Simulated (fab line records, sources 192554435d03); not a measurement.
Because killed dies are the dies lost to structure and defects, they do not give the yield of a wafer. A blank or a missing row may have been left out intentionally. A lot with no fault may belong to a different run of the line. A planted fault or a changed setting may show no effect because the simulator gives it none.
Chamber matching || flow n5-finfet || 3 sister chambers for N5_MOL_CONTACT_COAG_CONTACT_ETCH_14 on rie-diel-03
The step etches SiO2 in C4F6/O2, target depth 27.5 nm, overetch 8.5 nm, time 20 s. 20 wafers are shown with their chamber, then 8 later ones without.

## WAFERS PAIRED WITH THEIR CHAMBERS
{"wafer": "L074.4", "chamber": 3, "showerhead-plenum-p-Torr (Torr)": 2.84, "drypump-motor-current-A (A)": 5.5, "rf-vpp-V (V)": 692}
{"wafer": "L074.5", "chamber": 0, "showerhead-plenum-p-Torr (Torr)": 2.98, "drypump-motor-current-A (A)": 5.8, "rf-vpp-V (V)": 695}
{"wafer": "L074.6", "chamber": 2, "showerhead-plenum-p-Torr (Torr)": 2.75, "drypump-motor-current-A (A)": 5.8, "rf-vpp-V (V)": 690}
{"wafer": "L076.3", "chamber": 2, "showerhead-plenum-p-Torr (Torr)": 2.75, "drypump-motor-current-A (A)": 5.8, "rf-vpp-V (V)": 689}
{"wafer": "L076.4", "chamber": 0, "showerhead-plenum-p-Torr (Torr)": 2.98, "drypump-motor-current-A (A)": 5.8, "rf-vpp-V (V)": 695}
{"wafer": "L076.5", "chamber": 0, "showerhead-plenum-p-Torr (Torr)": 2.98, "drypump-motor-current-A (A)": 5.8, "rf-vpp-V (V)": 696}
{"wafer": "L078.1", "chamber": 0, "showerhead-plenum-p-Torr (Torr)": 2.98, "drypump-motor-current-A (A)": 5.8, "rf-vpp-V (V)": 698}
{"wafer": "L078.3", "chamber": 2, "showerhead-plenum-p-Torr (Torr)": 2.75, "drypump-motor-current-A (A)": 5.9, "rf-vpp-V (V)": 689}
{"wafer": "L078.6", "chamber": 0, "showerhead-plenum-p-Torr (Torr)": 2.98, "drypump-motor-current-A (A)": 5.8, "rf-vpp-V (V)": 697}
{"wafer": "L084.1", "chamber": 2, "showerhead-plenum-p-Torr (Torr)": 2.74, "drypump-motor-current-A (A)": 5.9, "rf-vpp-V (V)": 688}
{"wafer": "L084.3", "chamber": 0, "showerhead-plenum-p-Torr (Torr)": 2.97, "drypump-motor-current-A (A)": 5.8, "rf-vpp-V (V)": 696}
{"wafer": "L084.6", "chamber": 0, "showerhead-plenum-p-Torr (Torr)": 2.97, "drypump-motor-current-A (A)": 5.8, "rf-vpp-V (V)": 696}
{"wafer": "L085.3", "chamber": 0, "showerhead-plenum-p-Torr (Torr)": 2.97, "drypump-motor-current-A (A)": 5.8, "rf-vpp-V (V)": 696}
{"wafer": "L085.4", "chamber": 3, "showerhead-plenum-p-Torr (Torr)": 2.83, "drypump-motor-current-A (A)": 5.5, "rf-vpp-V (V)": 691}
{"wafer": "L085.6", "chamber": 3, "showerhead-plenum-p-Torr (Torr)": 2.83, "drypump-motor-current-A (A)": 5.5, "rf-vpp-V (V)": 691}
{"wafer": "L088.3", "chamber": 0, "showerhead-plenum-p-Torr (Torr)": 2.97, "drypump-motor-current-A (A)": 5.8, "rf-vpp-V (V)": 695}
{"wafer": "L088.4", "chamber": 2, "showerhead-plenum-p-Torr (Torr)": 2.74, "drypump-motor-current-A (A)": 5.9, "rf-vpp-V (V)": 688}
{"wafer": "L088.6", "chamber": 2, "showerhead-plenum-p-Torr (Torr)": 2.74, "drypump-motor-current-A (A)": 5.9, "rf-vpp-V (V)": 688}
{"wafer": "L090.2", "chamber": 3, "showerhead-plenum-p-Torr (Torr)": 2.83, "drypump-motor-current-A (A)": 5.5, "rf-vpp-V (V)": 690}
{"wafer": "L090.4", "chamber": 0, "showerhead-plenum-p-Torr (Torr)": 2.97, "drypump-motor-current-A (A)": 5.7, "rf-vpp-V (V)": 695}

SIGNATURES (averages over the wafers above)
{"reading": "showerhead-plenum-p-Torr", "chamber 0": 2.9750, "chamber 2": 2.7450, "chamber 3": 2.8325, "scatter within a chamber": 0.00529}
{"reading": "drypump-motor-current-A", "chamber 0": 5.790, "chamber 2": 5.867, "chamber 3": 5.500, "scatter within a chamber": 0.0362}
{"reading": "rf-vpp-V", "chamber 0": 695.90, "chamber 2": 688.67, "chamber 3": 691.00, "scatter within a chamber": 0.915}
Rule: for each reading, subtract the chamber's mean from the wafer's reading, divide by that reading's scatter and square the result; add these up over the readings and take the root, which gives the wafer's distance from the chamber. The wafer belongs to the nearest chamber; if the next one is less than 2 further off, it can't be placed. The scatter: take each reading less its chamber's mean, square it, sum over the shown wafers, divide by the number of wafers less the number of chambers, and take the root.

## WAFERS MISSING THEIR CHAMBER
{"wafer": "L090.6", "showerhead-plenum-p-Torr (Torr)": 2.97, "drypump-motor-current-A (A)": 5.8, "rf-vpp-V (V)": 697}
{"wafer": "L091.1", "showerhead-plenum-p-Torr (Torr)": 2.82, "drypump-motor-current-A (A)": 5.5, "rf-vpp-V (V)": 692}
{"wafer": "L091.3", "showerhead-plenum-p-Torr (Torr)": 2.74, "drypump-motor-current-A (A)": 5.9, "rf-vpp-V (V)": 688}
{"wafer": "L091.6", "showerhead-plenum-p-Torr (Torr)": 2.82, "drypump-motor-current-A (A)": 5.5, "rf-vpp-V (V)": 690}
{"wafer": "L093.2", "showerhead-plenum-p-Torr (Torr)": 2.96, "drypump-motor-current-A (A)": 5.8, "rf-vpp-V (V)": 695}
{"wafer": "L093.5", "showerhead-plenum-p-Torr (Torr)": 2.73, "drypump-motor-current-A (A)": 5.9, "rf-vpp-V (V)": 689}
{"wafer": "L095.1", "showerhead-plenum-p-Torr (Torr)": 2.73, "drypump-motor-current-A (A)": 5.8, "rf-vpp-V (V)": 687}
{"wafer": "L095.5", "showerhead-plenum-p-Torr (Torr)": 2.73, "drypump-motor-current-A (A)": 5.9, "rf-vpp-V (V)": 686}

## CHAMBER TAKEN BY EACH
{"wafer": "L090.6", "from the rows above": 0, "in truth": 0}
{"wafer": "L091.1", "from the rows above": 3, "in truth": 3}
{"wafer": "L091.3", "from the rows above": 2, "in truth": 2}
{"wafer": "L091.6", "from the rows above": 3, "in truth": 3}
{"wafer": "L093.2", "from the rows above": 0, "in truth": 0}
{"wafer": "L093.5", "from the rows above": 2, "in truth": 2}
{"wafer": "L095.1", "from the rows above": 2, "in truth": 2}
{"wafer": "L095.5", "from the rows above": 2, "in truth": 2}
8 of 8 placed correctly. Left unplaced by these rows: 0. Placed wrongly: 0.
